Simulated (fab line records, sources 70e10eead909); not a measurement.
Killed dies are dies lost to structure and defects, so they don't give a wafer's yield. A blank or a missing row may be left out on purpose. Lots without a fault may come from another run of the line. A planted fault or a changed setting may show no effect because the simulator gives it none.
fab line records | flow nand_harc
record lots=6 wafers=17 last_day=24
route steps=1159 shown A_ONON_D1@426 END@1159
lots that met no fault: from a run of the same line without faults
start_h: hours from the record's first day to the start of the lot's first wafer shown | wait_h: hours since the lot's step before | " the same as in the row above | L1.1+2: a row that stands for several wafers | - no value, or no start given | * or withheld: withheld | < > ~ a bound
route shown NAME@n: a module of which the file shows steps, and the number in the route of the first | usual: mean/standard deviation of fault-free wafers | same: alike in all rows | chamber/n: place in a boat | sites: the reading at each site | _std_site: their standard deviation | _edge_site: outer sites' mean less inner sites' | radius_mm: how far each site lies from the wafer's centre | mask NAME#n: copy n | behind: the tool/chamber that last shaped the wafer | hold: why the lot was held/for how many hours/how that ended | device: the transistor (n, p or np) that didn't switch | end of line: the same wafers' tests at the end of the route | a step without rows: its recipe alone | killed: dies lost to structure and defects at the first sort, not the wafer's yield | map: a wafer's dies, x killed, . not, _ none there
set.NAME: the setting as run; set.NAME@STEP: as run at that earlier step | model.NAME: the simulator's own value behind a step, which no gauge read
lots at some steps of the route; a table a step, a row a wafer
services: from which hour (start_h, from the record's first day; less than 0 if before it) a tool's chamber was out of use, for how many hours, and why
## steps
# step NHARC_A_ONON_D1_DEP_03
# recipe target_thk_a=10000 n2_flow_sccm=2750 n2o_flow_sccm=2000 nh3_flow_sccm=500 sih4_flow_sccm=210 temp_c=400
# step NHARC_A_ONON_D1_THK_MEAS_05
# recipe thk_meas_gauge=ellipsometry
# usual thk_nm=999/7.1
# columns lot.wafer tool chamber start_h wait_h thk_nm
L120.1 film_metro-02 - 180.38 - 999
L120.3 " - " " 998
L120.6 " - " " 999
L122.1 film_metro-02 - 190.52 - 1002
L122.2 " - " " 1004
L122.3 " - " " 1003
L124.3 film_metro-01 - 199.83 - 1006
L124.5 " - " " 1006
L124.6 " - " " 1006
L136.1 film_metro-02 - 278.80 - 992
L136.3 " - " " 991
L138.1 film_metro-01 - 286.35 - 997
L138.3 " - " " 998
L138.6 " - " " 997
L139.4 film_metro-02 - 286.36 - 1001
L139.5 " - " " 1004
L139.6 " - " " 1001
# step NHARC_A_ONON_D1_DEP_06
# recipe target_thk_a=10000 n2_flow_sccm=2750 n2o_flow_sccm=2000 nh3_flow_sccm=500 sih4_flow_sccm=210 temp_c=400
# step NHARC_A_ONON_D1_THK_MEAS_08
# recipe thk_meas_gauge=ellipsometry
# usual thk_nm=999/9.4
# columns lot.wafer tool chamber start_h wait_h thk_nm
L120.1 film_metro-02 - 180.95 - 993
L120.3 " - " " 990
L120.6 " - " " 992
L122.1 film_metro-02 - 191.08 - 1006
L122.2 " - " " 1006
L122.3 " - " " 1007
L124.3 film_metro-02 - 200.54 - 993
L124.5 " - " " 994
L124.6 " - " " 995
L136.1 film_metro-01 - 279.37 - 998
L136.3 " - " " 999
L138.1 film_metro-01 - 286.92 - 991
L138.3 " - " " 991
L138.6 " - " " 991
L139.4 film_metro-01 - 286.93 - 981
L139.5 " - " " 982
L139.6 " - " " 980
# step NHARC_A_ONON_D1_DEP_09
# recipe target_thk_a=10000 n2_flow_sccm=2750 n2o_flow_sccm=2000 nh3_flow_sccm=500 sih4_flow_sccm=210 temp_c=400
# step NHARC_A_ONON_D1_THK_MEAS_11
# recipe thk_meas_gauge=ellipsometry
# usual thk_nm=998/9.8
# columns lot.wafer tool chamber start_h wait_h thk_nm
L120.1 film_metro-02 - 181.52 - 975
L120.3 " - " " 974
L120.6 " - " " 972
L122.1 film_metro-02 - 191.65 - 1014
L122.2 " - " " 1017
L122.3 " - " " 1015
L124.3 film_metro-02 - 201.24 - 997
L124.5 " - " " 997
L124.6 " - " " 997
L136.1 film_metro-01 - 279.93 - 1011
L136.3 " - " " 1010
L138.1 film_metro-01 - 287.49 - 1010
L138.3 " - " " 1010
L138.6 " - " " 1009
L139.4 film_metro-02 - 287.50 - 993
L139.5 " - " " 994
L139.6 " - " " 992
# step NHARC_A_ONON_D1_DEP_12
# recipe target_thk_a=10000 n2_flow_sccm=2750 n2o_flow_sccm=2000 nh3_flow_sccm=500 sih4_flow_sccm=210 temp_c=400
# step NHARC_A_ONON_D1_THK_MEAS_14
# recipe thk_meas_gauge=ellipsometry
# usual thk_nm=999/10
# columns lot.wafer tool chamber start_h wait_h thk_nm
L120.1 film_metro-01 - 182.09 - 995
L120.3 " - " " 996
L120.6 " - " " 994
L122.1 film_metro-02 - 192.22 - 991
L122.2 " - " " 990
L122.3 " - " " 987
L124.3 film_metro-01 - 201.94 - 1005
L124.5 " - " " 1005
L124.6 " - " " 1006
L136.1 film_metro-01 - 280.50 - 1019
L136.3 " - " " 1019
L138.1 film_metro-02 - 288.05 - 995
L138.3 " - " " 995
L138.6 " - " " 995
L139.4 film_metro-01 - 288.06 - 1001
L139.5 " - " " 1001
L139.6 " - " " 1000
# step NHARC_A_ONON_D1_ANNEAL_15
# recipe temp_c=750 time_s=3600
# step NHARC_A_ONON_D1_DEP_16
# recipe target_thk_a=10000 n2_flow_sccm=2750 n2o_flow_sccm=2000 nh3_flow_sccm=500 sih4_flow_sccm=210 temp_c=400
# step NHARC_A_ONON_D1_THK_MEAS_18
# recipe thk_meas_gauge=ellipsometry
# usual thk_nm=1003/11
# columns lot.wafer tool chamber start_h wait_h thk_nm
L120.1 film_metro-02 - 189.20 - 1001
L120.3 " - " " 1003
L120.6 " - " " 1001
L122.1 film_metro-01 - 199.48 - 1005
L122.2 " - " " 1003
L122.3 " - " " 1003
L124.3 film_metro-01 - 209.98 - 1004
L124.5 " - " " 1003
L124.6 " - " " 1003
L136.1 film_metro-01 - 288.42 - 991
L136.3 " - " " 991
L139.4 film_metro-01 - 295.24 - 998
L139.5 " - " " 997
L139.6 " - " " 996
L138.1 film_metro-02 - 295.25 - 1011
L138.3 " - " " 1010
L138.6 " - " " 1011
# step NHARC_A_ONON_D1_DEP_19
# recipe target_thk_a=10000 n2_flow_sccm=2750 n2o_flow_sccm=2000 nh3_flow_sccm=500 sih4_flow_sccm=210 temp_c=400
# usual n2o_flow_sccm=2000/5.3
# columns lot.wafer tool chamber start_h wait_h n2o_flow_sccm
L120.1 pecvd_onon-01 0 189.26 0.1 1995
L120.3 " 0 " " 2006
L120.6 " 0 " " 1998
L122.1 pecvd_onon-03 0 199.66 0.2 2013
L122.2 " 0 " " 2006
L122.3 " 0 " " 2006
L124.3 pecvd_onon-03 0 210.15 0.2 2000
L124.5 " 0 " " 2002
L124.6 " 0 " " 2008
L136.1 pecvd_onon-03 0 288.48 0.1 2011
L136.3 " 0 " " 2014
L138.1 pecvd_onon-03 0 295.30 0.1 2003
L138.3 " 0 " " 2001
L138.6 " 0 " " 2005
L139.4 pecvd_onon-01 0 295.47 0.2 1996
L139.5 " 0 " " 1993
L139.6 " 0 " " 1996
# step NHARC_A_ONON_D1_THK_MEAS_21
# recipe thk_meas_gauge=ellipsometry
# usual thk_nm=997/8.5
# columns lot.wafer tool chamber start_h wait_h thk_nm
L120.1 film_metro-01 - 189.76 - 1007
L120.3 " - " " 1004
L120.6 " - " " 1007
L122.1 film_metro-02 - 200.18 - 997
L122.2 " - " " 998
L122.3 " - " " 998
L124.3 film_metro-01 - 210.55 - 992
L124.5 " - " " 992
L124.6 " - " " 992
L136.1 film_metro-02 - 288.99 - 1578
L136.3 " - " " 998
L139.4 film_metro-02 - 295.81 - 1011
L139.5 " - " " 1010
L139.6 " - " " 1012
L138.1 film_metro-01 - 295.82 - 1585
L138.3 " - " " 1004
L138.6 " - " " 1004
# step NHARC_A_ONON_D1_DEP_22
# recipe target_thk_a=10000 n2_flow_sccm=2750 n2o_flow_sccm=2000 nh3_flow_sccm=500 sih4_flow_sccm=210 temp_c=400
# step NHARC_END_SORT_01
# recipe temp_c=25
# usual killed_at_array=27/8.8 killed_at_other=0.4/0.82 killed_at_periphery=3.1/2.1 killed_dies=31/8.8 killed_open=3.3/2 killed_short=2.0/1.4
# same gross_dies=677
# columns lot.wafer tool chamber start_h wait_h killed_at_array killed_at_other killed_at_periphery killed_dies killed_open killed_short
L122.1 prober-02 0 475.57 2.5 19 0 2 21 3 0
L122.2 prober-02 0 476.37 2.8 32 0 1 33 4 2
L122.3 prober-02 0 477.17 3.1 32 2 4 38 10 0
L136.1 prober-02 0 561.60 2.5 675 1 1 677 3 3
L138.1 prober-02 0 569.33 2.5 674 0 3 677 1 3
# killed by level:class
L122.1 A_CHANNEL_HOLE_D1:chamber_film_flake=10 A_CHANNEL_FILL_D1:chamber_film_flake=3 A_CONTACT:chamber_film_flake=3 P_CONTACT:geometric_particle:open=1 A_SOURCE_PLATE:geometric_particle:open=1 A_WL_FILL:geometric_particle:open=1 P_ZERO_WELL:chamber_film_flake=1 A_SLIT:chamber_film_flake=1
L122.2 A_CHANNEL_HOLE_D1:chamber_film_flake=15 A_STAIRCASE:chamber_film_flake=5 A_M1:chamber_film_flake=4 A_ONON_D1:geometric_particle:open=2 A_CONTACT:chamber_film_flake=2 A_CHANNEL_FILL_D1:geometric_particle:short=1 A_WL_FILL:geometric_particle:short=1 A_WL_FILL:geometric_particle:open=1
L122.3 A_CHANNEL_HOLE_D1:chamber_film_flake=15 A_STAIRCASE:chamber_film_flake=5 A_CONTACT:chamber_film_flake=3 A_M1:chamber_film_flake=3 P_M0:geometric_particle:open=2 P_CONTACT:geometric_particle:open=1 A_ONON_D1:geometric_particle:open=1 A_CONTACT:geometric_particle:open=1
L136.1 A_ONON_D1:area_dep=643 A_CHANNEL_HOLE_D1:chamber_film_flake=21 A_STAIRCASE:chamber_film_flake=3 A_WL_FILL:geometric_particle:open=2 A_WL_FILL:chamber_film_flake=2 A_SGD_CUT:geometric_particle:short=1 A_CONTACT:geometric_particle:short=1 A_BLC:geometric_particle:open=1
L138.1 A_ONON_D1:area_dep=629 A_CHANNEL_HOLE_D1:chamber_film_flake=19 A_SLIT:chamber_film_flake=13 A_CONTACT:chamber_film_flake=5 A_WL_FILL:chamber_film_flake=3 A_BLC:chamber_film_flake=2 P_CONTACT:geometric_particle:short=1 P_CONTACT:geometric_particle:open=1
# map L136.1 (x killed, . not)
____________x____________
_________xxxxxxx_________
_______xxxxxxxxxxx_______
______xxxxxxxxxxxxx______
_____xxxxxxxxxxxxxxx_____
____xxxxxxxxxxxxxxxxx____
____xxxxxxxxxxxxxxxxx____
___xxxxxxxxxxxxxxxxxxx___
___xxxxxxxxxxxxxxxxxxx___
__xxxxxxxxxxxxxxxxxxxxx__
__xxxxxxxxxxxxxxxxxxxxx__
_xxxxxxxxxxxxxxxxxxxxxxx_
_xxxxxxxxxxxxxxxxxxxxxxx_
_xxxxxxxxxxxxxxxxxxxxxxx_
_xxxxxxxxxxxxxxxxxxxxxxx_
_xxxxxxxxxxxxxxxxxxxxxxx_
xxxxxxxxxxxxxxxxxxxxxxxxx
xxxxxxxxxxxxxxxxxxxxxxxxx
xxxxxxxxxxxxxxxxxxxxxxxxx
xxxxxxxxxxxxxxxxxxxxxxxxx
xxxxxxxxxxxxxxxxxxxxxxxxx
_xxxxxxxxxxxxxxxxxxxxxxx_
_xxxxxxxxxxxxxxxxxxxxxxx_
_xxxxxxxxxxxxxxxxxxxxxxx_
_xxxxxxxxxxxxxxxxxxxxxxx_
_xxxxxxxxxxxxxxxxxxxxxxx_
__xxxxxxxxxxxxxxxxxxxxx__
__xxxxxxxxxxxxxxxxxxxxx__
___xxxxxxxxxxxxxxxxxxx___
___xxxxxxxxxxxxxxxxxxx___
____xxxxxxxxxxxxxxxxx____
____xxxxxxxxxxxxxxxxx____
_____xxxxxxxxxxxxxxx_____
______xxxxxxxxxxxxx______
_______xxxxxxxxxxx_______
_________xxxxxxx_________
____________x____________
# map L138.1 (x killed, . not)
____________x____________
_________xxxxxxx_________
_______xxxxxxxxxxx_______
______xxxxxxxxxxxxx______
_____xxxxxxxxxxxxxxx_____
____xxxxxxxxxxxxxxxxx____
____xxxxxxxxxxxxxxxxx____
___xxxxxxxxxxxxxxxxxxx___
___xxxxxxxxxxxxxxxxxxx___
__xxxxxxxxxxxxxxxxxxxxx__
__xxxxxxxxxxxxxxxxxxxxx__
_xxxxxxxxxxxxxxxxxxxxxxx_
_xxxxxxxxxxxxxxxxxxxxxxx_
_xxxxxxxxxxxxxxxxxxxxxxx_
_xxxxxxxxxxxxxxxxxxxxxxx_
_xxxxxxxxxxxxxxxxxxxxxxx_
xxxxxxxxxxxxxxxxxxxxxxxxx
xxxxxxxxxxxxxxxxxxxxxxxxx
xxxxxxxxxxxxxxxxxxxxxxxxx
xxxxxxxxxxxxxxxxxxxxxxxxx
xxxxxxxxxxxxxxxxxxxxxxxxx
_xxxxxxxxxxxxxxxxxxxxxxx_
_xxxxxxxxxxxxxxxxxxxxxxx_
_xxxxxxxxxxxxxxxxxxxxxxx_
_xxxxxxxxxxxxxxxxxxxxxxx_
_xxxxxxxxxxxxxxxxxxxxxxx_
__xxxxxxxxxxxxxxxxxxxxx__
__xxxxxxxxxxxxxxxxxxxxx__
___xxxxxxxxxxxxxxxxxxx___
___xxxxxxxxxxxxxxxxxxx___
____xxxxxxxxxxxxxxxxx____
____xxxxxxxxxxxxxxxxx____
_____xxxxxxxxxxxxxxx_____
______xxxxxxxxxxxxx______
_______xxxxxxxxxxx_______
_________xxxxxxx_________
____________x____________
## services
# columns tool chamber start_h hours kind
pecvd_onon-01 - 195.00 13.0 pm
pecvd_onon-03 - 246.56 2.9 repair
pecvd_onon-03 - 286.80 1.2 repair
## key
first_sign step=NHARC_A_ONON_D1_THK_MEAS_21 reading=thk_nm direction=up sigmas=68 usual=997 struck=1581
effect step=NHARC_END_SORT_01 reading=killed_at_array direction=up sigmas=73 usual=27 struck=674
more_kills_born_at NHARC_A_ONON_D1_DEP_19@pecvd_onon-03=1272
met_at NHARC_A_ONON_D1_DEP_19
struck_wafers L136.1,L138.1
later_rows_left_out L136.1,L138.1
tester_left_out L136,L138
onset_between 210.15 288.48
fault kind=process_parameter_drift tool=pecvd_onon-03 chamber=- onset_h=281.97 steps=NHARC_A_ONON_D1_DEP_19 channel=target_thk_a offset=* shape=step end_h=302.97 scope=struck_wafers_only acts_in=* stated=*
# tester_left_out: of these lots the tester's yield and bins aren't shown, on N5 and GAA mostly nor the transistor test; their killed dies are dies lost to structure and defects alone, not to doping, threshold or leakage, so they don't give the yield
# later_rows_left_out: the simulator's readings of these wafers behind a module that went badly wrong aren't trusted and aren't shown, but for the sort
